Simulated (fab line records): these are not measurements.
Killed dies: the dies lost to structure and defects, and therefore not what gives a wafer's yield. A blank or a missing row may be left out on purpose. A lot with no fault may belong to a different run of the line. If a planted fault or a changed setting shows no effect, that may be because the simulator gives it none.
What tool caused it?    flow nandHarc    route of 1302 steps, sampled at 1 step: 7 lots, 21 wafers

## WHAT THE GAUGES READ, wafer by wafer
NHARC_P_GATE_INSPECT_68.
lot   measured      on                rawDefectCount
L611  day 6 03:28   defectInspect-01  95 113 227
L614  day 7 08:43   defectInspect-01  226 153 256
L618  day 9 03:10   defectInspect-02  184 147 156
L626  day 12 15:20  defectInspect-01  238 218 222
L628  day 13 08:16  defectInspect-02  167 139 144
L630  day 14 11:38  defectInspect-02  184 215 188
L633  day 15 15:50  defectInspect-01  230 289 172

## EACH LOT AND THE TOOL THAT RAN IT (in order: tool; ch and the chambers of the sampled wafers; start)
Before these readings, the record contains no process step.

## THE ANSWER, worked out from the rows above alone
Rule: the lots themselves supply what counts as usual. Put in order of their means at a reading, lots are off if they are a third of the lots or fewer, leave a main group of 4 or more, and stand apart from it by a gap of 3 or more times the standard deviation of the main group's means; of several such gaps the widest counts. The tables above print the reading to a certain number of digits; a main group whose means all agree to those digits is not used. Also off: a lot with no number at a reading for which 4 or more lots have one. All remaining lots with rows at the step are treated as sound.
No lot is off at any reading shown: from this, nothing can be told.

## WHAT THE SIMULATOR HAD INSERTED
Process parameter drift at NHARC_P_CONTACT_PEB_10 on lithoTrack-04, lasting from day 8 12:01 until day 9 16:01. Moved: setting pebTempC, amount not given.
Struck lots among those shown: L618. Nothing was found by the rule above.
